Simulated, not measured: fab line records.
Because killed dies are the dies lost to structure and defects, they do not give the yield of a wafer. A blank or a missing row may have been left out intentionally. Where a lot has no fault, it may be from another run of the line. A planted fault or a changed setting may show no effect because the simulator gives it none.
fab line records | flow nandHarc
record lots=13 | wafers=39 | lastDay=33
route steps=1302 shown P_M2@348 A_ZERO_WELL@401 A_ONON_D1@428 END@1302
lots with no fault: from the same line, run without faults
startH: the number of hours between the record's first day and the start of the first shown wafer of the lot | waitH: time in hours since the lot's previous step | " as in the row above | L1.1+2: a single row standing in for several wafers | - no value, or no start was given | * or withheld: withheld | < > ~ a bound
route shown NAME@n: names a module that has steps shown in the file, with the first one's number in the route | usual: mean and standard deviation over wafers with no fault | same: alike in all rows | chamber/n: place in a boat | sites: the reading at each site | _std_site: the standard deviation of these | _edge_site: inner sites' mean taken away from outer sites' mean | radiusMm: for every site, how far away it sits from the centre of the wafer | mask NAME#n: copy n | behind: the tool/chamber that last shaped the wafer | hold: what put the lot on hold/how long, in hours/how the hold closed | device: the transistor (n, p or np) that didn't switch | end of line: the route-end tests of the same wafers | a step given without rows: its recipe and nothing more | killed: the dies lost at the first sort to structure and to defects; this is not the yield of the wafer | map: dies across one wafer; x = killed, . = not, _ = none there
set.NAME: the run value of the setting; set.NAME@STEP: its run value at that earlier step | model.NAME: the simulator's own value behind a step, which no gauge read
steps of the route over a sample of lots; a table a step, a row a wafer
services: the hour from which a tool's chamber was out of use, counted from the record's first day as startH (under 0 if before that day), plus the number of hours and why
## steps
# step NHARC_P_M2_INSPECT_27
# usual rawDefectCount=319/120
lot.wafer | tool             | chamber | startH | waitH | rawDefectCount
L775.4    | defectInspect-01 | -       | 127.02 | 0.0   | 250
L775.5    | "                | -       | "      | "     | 223
L775.6    | "                | -       | "      | "     | 245
L778.1    | defectInspect-02 | -       | 157.28 | 0.0   | 339
L778.4    | "                | -       | "      | "     | 339
L778.6    | "                | -       | "      | "     | 321
L779.1    | defectInspect-02 | -       | 175.09 | 0.0   | 281
L779.3    | "                | -       | "      | "     | 392
L779.6    | "                | -       | "      | "     | 327
L781.2    | defectInspect-02 | -       | 193.71 | 0.0   | 316
L781.3    | "                | -       | "      | "     | 319
L781.6    | "                | -       | "      | "     | 430
L782.1    | defectInspect-02 | -       | 196.94 | 0.0   | 455
L782.3    | "                | -       | "      | "     | 429
L782.5    | "                | -       | "      | "     | 342
L783.2    | defectInspect-01 | -       | 212.18 | 0.0   | 350
L783.4    | "                | -       | "      | "     | 337
L783.5    | "                | -       | "      | "     | 209
L784.1    | defectInspect-01 | -       | 218.43 | 0.0   | 268
L784.2    | "                | -       | "      | "     | 265
L784.4    | "                | -       | "      | "     | 212
L785.2    | defectInspect-02 | -       | 238.07 | 0.0   | 349
L785.5    | "                | -       | "      | "     | 256
L785.6    | "                | -       | "      | "     | 184
L786.3    | defectInspect-02 | -       | 240.58 | 0.0   | 227
L786.5    | "                | -       | "      | "     | 249
L786.6    | "                | -       | "      | "     | 217
L787.2    | defectInspect-01 | -       | 257.82 | 0.0   | 174
L787.5    | "                | -       | "      | "     | 297
L787.6    | "                | -       | "      | "     | 302
L788.1    | defectInspect-01 | -       | 263.83 | 0.0   | 264
L788.5    | "                | -       | "      | "     | 340
L788.6    | "                | -       | "      | "     | 324
L795.2    | defectInspect-01 | -       | 332.44 | 0.0   | 289
L795.4    | "                | -       | "      | "     | 213
L795.5    | "                | -       | "      | "     | 196
L797.1    | defectInspect-01 | -       | 353.30 | 0.0   | 377
L797.2    | "                | -       | "      | "     | 559
L797.3    | "                | -       | "      | "     | 321
# step NHARC_P_M2_PRE_CLEAN_32
# recipe timeS=12 | tempC=370 | rfPowerW=300 | gas=NH3
# usual heaterPowerW=614/83 | susceptorTempC=369.98/0.19
lot.wafer | tool     | chamber | startH | waitH | heaterPowerW | susceptorTempC
L775.6    | pecvd-02 | 0       | 127.13 | 0.1   | 682          | 370.26
L775.5    | "        | 1       | "      | "     | 559          | 369.73
L775.4    | "        | 2       | "      | "     | 619          | 369.88
L778.1    | pecvd-01 | 0       | 157.35 | 0.1   | 768          | 370.10
L778.6    | "        | 1       | "      | "     | 559          | 369.83
L778.4    | "        | 2       | "      | "     | 652          | 369.89
L779.1    | pecvd-04 | 2       | 175.18 | 0.1   | 597          | 369.87
L779.3    | "        | 2       | "      | "     | 590          | 369.90
L779.6    | "        | 0       | "      | "     | 639          | 369.96
L781.2    | pecvd-04 | 0       | 193.79 | 0.1   | 620          | 370.14
L781.3    | "        | 1       | "      | "     | 467          | 369.43
L781.6    | "        | 2       | "      | "     | 549          | 370.08
L782.3    | pecvd-02 | 0       | 197.02 | 0.1   | 616          | 369.76
L782.1    | "        | 1       | "      | "     | 628          | 370.00
L782.5    | "        | 2       | "      | "     | 612          | 370.18
L783.2    | pecvd-02 | 2       | 212.27 | 0.1   | 542          | 369.74
L783.5    | "        | 0       | "      | "     | 611          | 369.79
L783.4    | "        | 2       | "      | "     | 537          | 370.03
L784.2    | pecvd-04 | 1       | 218.50 | 0.1   | 422          | 369.99
L784.1    | "        | 0       | "      | "     | 741          | 370.23
L784.4    | "        | 0       | "      | "     | 744          | 370.14
L785.2    | pecvd-04 | 0       | 238.15 | 0.1   | 683          | 370.15
L785.5    | "        | 2       | "      | "     | 517          | 370.08
L785.6    | "        | 1       | "      | "     | 464          | 370.10
L786.3    | pecvd-04 | 2       | 240.64 | 0.1   | 576          | 369.95
L786.6    | "        | 2       | "      | "     | 582          | 370.11
L786.5    | "        | 0       | "      | "     | 730          | 370.32
L787.2    | pecvd-02 | 2       | 257.88 | 0.1   | 624          | 369.77
L787.6    | "        | 2       | "      | "     | 614          | 370.04
L787.5    | "        | 0       | "      | "     | 625          | 369.98
L788.1    | pecvd-02 | 0       | 263.91 | 0.1   | 651          | 370.07
L788.6    | "        | 2       | "      | "     | 597          | 369.88
L788.5    | "        | 1       | "      | "     | 628          | 370.01
L795.2    | pecvd-02 | 1       | 332.52 | 0.1   | 554          | 370.05
L795.5    | "        | 0       | "      | "     | 580          | 370.17
L795.4    | "        | 2       | "      | "     | 568          | 369.93
L797.2    | pecvd-04 | 2       | 353.37 | 0.1   | 578          | 370.28
L797.1    | "        | 0       | "      | "     | 640          | 370.00
L797.3    | "        | 1       | "      | "     | 456          | 370.11
# step NHARC_A_ZERO_WELL_CD_MEAS_10
# recipe targetCdNm=2000 | landingEnergyEv=500
# usual cdNm=2001.1/1.6
lot.wafer | tool     | chamber | startH | waitH | cdNm
L775.4    | cdSem-02 | 0       | 132.95 | -     | 2000.9
L775.5    | "        | 0       | "      | "     | 1998.9
L775.6    | "        | 0       | "      | "     | 1999.0
L778.1    | cdSem-03 | 0       | 163.03 | -     | 2000.7
L778.4    | "        | 0       | "      | "     | 2001.1
L778.6    | "        | 0       | "      | "     | 2000.4
L779.1    | cdSem-03 | 0       | 181.37 | -     | 1998.8
L779.3    | "        | 0       | "      | "     | 2000.5
L779.6    | "        | 0       | "      | "     | 1999.4
L781.2    | cdSem-02 | 0       | 199.74 | -     | 2000.8
L781.3    | "        | 0       | "      | "     | 1999.2
L781.6    | "        | 0       | "      | "     | 1999.4
L782.1    | cdSem-01 | 0       | 202.76 | -     | 1997.7
L782.3    | "        | 0       | "      | "     | 1998.5
L782.5    | "        | 0       | "      | "     | 2000.3
L783.2    | cdSem-03 | 0       | 217.90 | -     | 2002.8
L783.4    | "        | 0       | "      | "     | 1999.9
L783.5    | "        | 0       | "      | "     | 1999.2
L784.1    | cdSem-01 | 0       | 224.35 | -     | 2002.0
L784.2    | "        | 0       | "      | "     | 2001.6
L784.4    | "        | 0       | "      | "     | 2005.0
L785.2    | cdSem-03 | 0       | 243.89 | -     | 2000.8
L785.5    | "        | 0       | "      | "     | 2000.5
L785.6    | "        | 0       | "      | "     | 1998.9
L786.3    | cdSem-03 | 0       | 246.57 | -     | 1999.0
L786.5    | "        | 0       | "      | "     | 1999.3
L786.6    | "        | 0       | "      | "     | 2002.1
L787.2    | cdSem-02 | 0       | 266.24 | -     | 1997.2
L787.5    | "        | 0       | "      | "     | 2000.4
L787.6    | "        | 0       | "      | "     | 2000.0
L788.1    | cdSem-01 | 0       | 269.63 | -     | 2001.9
L788.5    | "        | 0       | "      | "     | 2004.2
L788.6    | "        | 0       | "      | "     | 2003.0
L795.2    | cdSem-01 | 0       | 338.29 | -     | 1999.4
L795.4    | "        | 0       | "      | "     | 2002.4
L795.5    | "        | 0       | "      | "     | 2001.9
L797.1    | cdSem-03 | 0       | 359.07 | -     | 1999.6
L797.2    | "        | 0       | "      | "     | 2001.3
L797.3    | "        | 0       | "      | "     | 2002.4
# step NHARC_A_ONON_D1_DEP_06
# recipe targetThkA=10000 | n2FlowSccm=2750 | n2oFlowSccm=2000 | nh3FlowSccm=500 | sih4FlowSccm=210 | tempC=400
# usual susceptorTempC=400.03/0.19
lot.wafer | tool         | chamber | startH | waitH | susceptorTempC
L775.4    | pecvdOnon-04 | 0       | 155.68 | 0.2   | 400.08
L775.5    | "            | 0       | "      | "     | 399.80
L775.6    | "            | 0       | "      | "     | 399.98
L778.1    | pecvdOnon-04 | 0       | 188.13 | 0.1   | 400.23
L778.4    | "            | 0       | "      | "     | 400.29
L778.6    | "            | 0       | "      | "     | 400.17
L779.1    | pecvdOnon-01 | 0       | 207.85 | 0.1   | 399.82
L779.3    | "            | 0       | "      | "     | 399.91
L779.6    | "            | 0       | "      | "     | 399.93
L782.1    | pecvdOnon-01 | 0       | 222.42 | 0.1   | 400.05
L782.3    | "            | 0       | "      | "     | 400.14
L782.5    | "            | 0       | "      | "     | 400.37
L781.2    | pecvdOnon-02 | 0       | 222.47 | 0.1   | 399.94
L781.3    | "            | 0       | "      | "     | 399.80
L781.6    | "            | 0       | "      | "     | 399.64
L783.2    | pecvdOnon-01 | 0       | 242.65 | 0.1   | 399.81
L783.4    | "            | 0       | "      | "     | 400.10
L783.5    | "            | 0       | "      | "     | 400.03
L784.1    | pecvdOnon-02 | 0       | 246.54 | 0.1   | 400.02
L784.2    | "            | 0       | "      | "     | 399.90
L784.4    | "            | 0       | "      | "     | 400.00
L785.2    | pecvdOnon-04 | 0       | 265.90 | 0.1   | 399.88
L785.5    | "            | 0       | "      | "     | 400.27
L785.6    | "            | 0       | "      | "     | 399.88
L786.3    | pecvdOnon-04 | 0       | 270.24 | 0.2   | 399.83
L786.5    | "            | 0       | "      | "     | 400.10
L786.6    | "            | 0       | "      | "     | 400.20
L787.2    | pecvdOnon-01 | 0       | 288.93 | 0.1   | 400.07
L787.5    | "            | 0       | "      | "     | 399.97
L787.6    | "            | 0       | "      | "     | 399.78
L788.1    | pecvdOnon-04 | 0       | 292.38 | 0.1   | 400.19
L788.5    | "            | 0       | "      | "     | 400.24
L788.6    | "            | 0       | "      | "     | 400.01
L795.2    | pecvdOnon-04 | 0       | 359.58 | 0.1   | 400.37
L795.4    | "            | 0       | "      | "     | 399.93
L795.5    | "            | 0       | "      | "     | 400.23
L797.1    | pecvdOnon-04 | 0       | 381.78 | 0.1   | 400.20
L797.2    | "            | 0       | "      | "     | 400.27
L797.3    | "            | 0       | "      | "     | 400.56
# step NHARC_A_ONON_D1_THK_MEAS_08
# recipe thkMeasGauge=ellipsometry
# usual thkNm=998/13
lot.wafer | tool         | chamber | startH | waitH | thkNm
L775.4    | filmMetro-02 | -       | 156.01 | -     | 1011
L775.5    | "            | -       | "      | "     | 1011
L775.6    | "            | -       | "      | "     | 1011
L778.1    | filmMetro-02 | -       | 188.64 | -     | 987
L778.4    | "            | -       | "      | "     | 988
L778.6    | "            | -       | "      | "     | 988
L779.1    | filmMetro-02 | -       | 208.37 | -     | 1030
L779.3    | "            | -       | "      | "     | 1032
L779.6    | "            | -       | "      | "     | 1029
L782.1    | filmMetro-01 | -       | 222.93 | -     | 996
L782.3    | "            | -       | "      | "     | 998
L782.5    | "            | -       | "      | "     | 996
L781.2    | filmMetro-02 | -       | 222.93 | -     | 971
L781.3    | "            | -       | "      | "     | 970
L781.6    | "            | -       | "      | "     | 970
L783.2    | filmMetro-02 | -       | 243.11 | -     | 990
L783.4    | "            | -       | "      | "     | 990
L783.5    | "            | -       | "      | "     | 988
L784.1    | filmMetro-01 | -       | 247.05 | -     | 996
L784.2    | "            | -       | "      | "     | 995
L784.4    | "            | -       | "      | "     | 996
L785.2    | filmMetro-02 | -       | 266.36 | -     | 979
L785.5    | "            | -       | "      | "     | 979
L785.6    | "            | -       | "      | "     | 980
L786.3    | filmMetro-01 | -       | 270.64 | -     | 1001
L786.5    | "            | -       | "      | "     | 1002
L786.6    | "            | -       | "      | "     | 1001
L787.2    | filmMetro-02 | -       | 289.37 | -     | 995
L787.5    | "            | -       | "      | "     | 996
L787.6    | "            | -       | "      | "     | 996
L788.1    | filmMetro-02 | -       | 292.89 | -     | 993
L788.5    | "            | -       | "      | "     | 993
L788.6    | "            | -       | "      | "     | 992
L795.2    | filmMetro-01 | -       | 360.04 | -     | 1820
L795.4    | "            | -       | "      | "     | 1818
L795.5    | "            | -       | "      | "     | 1818
L797.1    | filmMetro-01 | -       | 382.29 | -     | 1813
L797.2    | "            | -       | "      | "     | 1813
L797.3    | "            | -       | "      | "     | 1814
# step NHARC_END_SORT_01
# recipe tempC=25
# usual killedAtArray=52/18 | killedAtOther=0.6/0.83 | killedAtPeriphery=4.3/2.8 | killedDies=57/19 | killedOpen=3.4/2 | killedShort=2.5/1.7
# same grossDies=677
lot.wafer | tool      | chamber | startH | waitH | killedAtArray | killedAtOther | killedAtPeriphery | killedDies | killedOpen | killedShort
L795.2    | prober-02 | 0       | 769.71 | 2.8   | 668           | 1             | 8                 | 677        | 8          | 1
L795.4    | prober-02 | 0       | 771.32 | 3.4   | 673           | 0             | 4                 | 677        | 2          | 1
L795.5    | prober-02 | 0       | 772.12 | 3.7   | 668           | 0             | 9                 | 677        | 5          | 1
L797.1    | prober-02 | 0       | 780.05 | 2.5   | 669           | 0             | 8                 | 677        | 3          | 2
L797.2    | prober-02 | 0       | 780.86 | 2.8   | 674           | 0             | 3                 | 677        | 0          | 1
L797.3    | prober-02 | 0       | 781.66 | 3.1   | 673           | 0             | 4                 | 677        | 2          | 2
# killed by level:class
L795.2 A_ONON_D1:areaDep=619 A_SLIT:chamberFilmFlake=14 A_CONTACT:chamberFilmFlake=9 A_CHANNEL_HOLE_D1:chamberFilmFlake=7 A_CHANNEL_HOLE_D2:chamberFilmFlake=7 A_STAIRCASE:chamberFilmFlake=5 P_GATE:chamberFilmFlake=4 P_GATE:geometricParticle:open=1
L795.4 A_ONON_D1:areaDep=630 A_SLIT:chamberFilmFlake=13 A_CHANNEL_HOLE_D2:chamberFilmFlake=12 A_STAIRCASE:chamberFilmFlake=5 A_CONTACT:chamberFilmFlake=5 P_GATE:chamberFilmFlake=4 A_CHANNEL_HOLE_D1:chamberFilmFlake=3 A_ONON_D1:geometricParticle:open=1
L795.5 A_ONON_D1:areaDep=624 A_SLIT:chamberFilmFlake=16 A_CHANNEL_HOLE_D2:chamberFilmFlake=11 P_GATE:chamberFilmFlake=6 A_CONTACT:chamberFilmFlake=5 A_CHANNEL_HOLE_D1:chamberFilmFlake=2 A_CHANNEL_FILL_D1:chamberFilmFlake=2 A_STAIRCASE:chamberFilmFlake=2
L797.1 A_ONON_D1:areaDep=634 A_CHANNEL_HOLE_D2:chamberFilmFlake=13 A_SLIT:chamberFilmFlake=13 P_GATE:chamberFilmFlake=6 A_CONTACT:chamberFilmFlake=3 P_M0:geometricParticle:open=1 P_M1:geometricParticle:short=1 A_CHANNEL_HOLE_D1:geometricParticle:open=1
L797.2 A_ONON_D1:areaDep=649 A_SLIT:chamberFilmFlake=14 A_CHANNEL_HOLE_D2:chamberFilmFlake=4 P_GATE:chamberFilmFlake=2 A_STAIRCASE:chamberFilmFlake=2 A_CONTACT:chamberFilmFlake=2 A_BLC:geometricParticle:short=1 P_STI:chamberFilmFlake=1
L797.3 A_ONON_D1:areaDep=634 A_SLIT:chamberFilmFlake=12 A_CHANNEL_HOLE_D2:chamberFilmFlake=11 A_CONTACT:chamberFilmFlake=5 A_STAIRCASE:chamberFilmFlake=5 P_GATE:chamberFilmFlake=3 A_CHANNEL_HOLE_D1:chamberFilmFlake=2 P_CONTACT:geometricParticle:open=1
## services
tool         | chamber | startH | hours | kind
pecvd-01     | -       | 130.00 | 13.0  | pm
pecvdOnon-04 | -       | 130.00 | 13.0  | pm
pecvdOnon-02 | -       | 155.80 | 0.1   | repair
pecvd-04     | 1       | 174.83 | 7.5   | repair
pecvdOnon-02 | -       | 185.09 | 13.0  | pm
pecvd-02     | -       | 227.06 | 13.0  | pm
pecvd-02     | 0       | 227.06 | 13.0  | ventCycle
pecvd-02     | 1       | 227.06 | 33.1  | ventCycle
pecvd-02     | 2       | 227.06 | 13.0  | ventCycle
pecvd-02     | 0       | 240.06 | -     | clean
pecvd-02     | 2       | 240.06 | -     | clean
pecvd-01     | 1       | 253.20 | 4.9   | repair
pecvdOnon-01 | -       | 269.21 | 13.0  | pm
pecvd-04     | -       | 269.23 | 13.0  | pm
pecvd-04     | 0       | 269.23 | 13.0  | ventCycle
pecvd-04     | 1       | 269.23 | 13.0  | ventCycle
pecvd-04     | 2       | 269.23 | 13.0  | ventCycle
pecvd-04     | 0       | 282.23 | -     | clean
pecvd-04     | 1       | 282.23 | -     | clean
pecvd-04     | 2       | 282.23 | -     | clean
pecvd-01     | -       | 311.00 | 13.0  | pm
pecvdOnon-04 | -       | 311.00 | 13.0  | pm
pecvd-01     | 1       | 346.27 | 3.7   | repair
pecvdOnon-02 | -       | 366.09 | 13.0  | pm
## key
firstSign step=NHARC_A_ONON_D1_THK_MEAS_08 | reading=thkNm | direction=up | sigmas=62 | usual=998 | struck=1816
effect step=NHARC_END_SORT_01 | reading=killedAtArray | direction=up | sigmas=34 | usual=52 | struck=671
moreKillsBornAt NHARC_A_ONON_D1_DEP_06@pecvdOnon-04=3790
metAt NHARC_A_ONON_D1_DEP_06
struckLots L795,L797
struckWafers L795.2,L795.4,L795.5,L797.1,L797.2,L797.3
laterRowsLeftOut L795.2,L795.4,L795.5,L797.1,L797.2,L797.3
testerLeftOut L795,L797
notActingAt NHARC_P_M2_INSPECT_27,NHARC_P_M2_PRE_CLEAN_32,NHARC_A_ZERO_WELL_CD_MEAS_10
onsetBetween 292.38 359.58
alsoFits time
fault kind=processParameterDrift | tool=pecvdOnon-04 | chamber=0 | onsetH=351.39 | steps=NHARC_A_ONON_D1_DEP_06 | channel=targetThkA | offset=* | shape=step | endH=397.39 | actsIn=* | stated=*
# testerLeftOut: of these lots the tester's yield and bins aren't shown, on N5 and GAA mostly nor the transistor test; their killed dies are dies lost to structure and defects alone, not to doping, threshold or leakage, so they don't give the yield
# laterRowsLeftOut: the simulator's readings of these wafers behind a module that went badly wrong aren't trusted and aren't shown, but for the sort
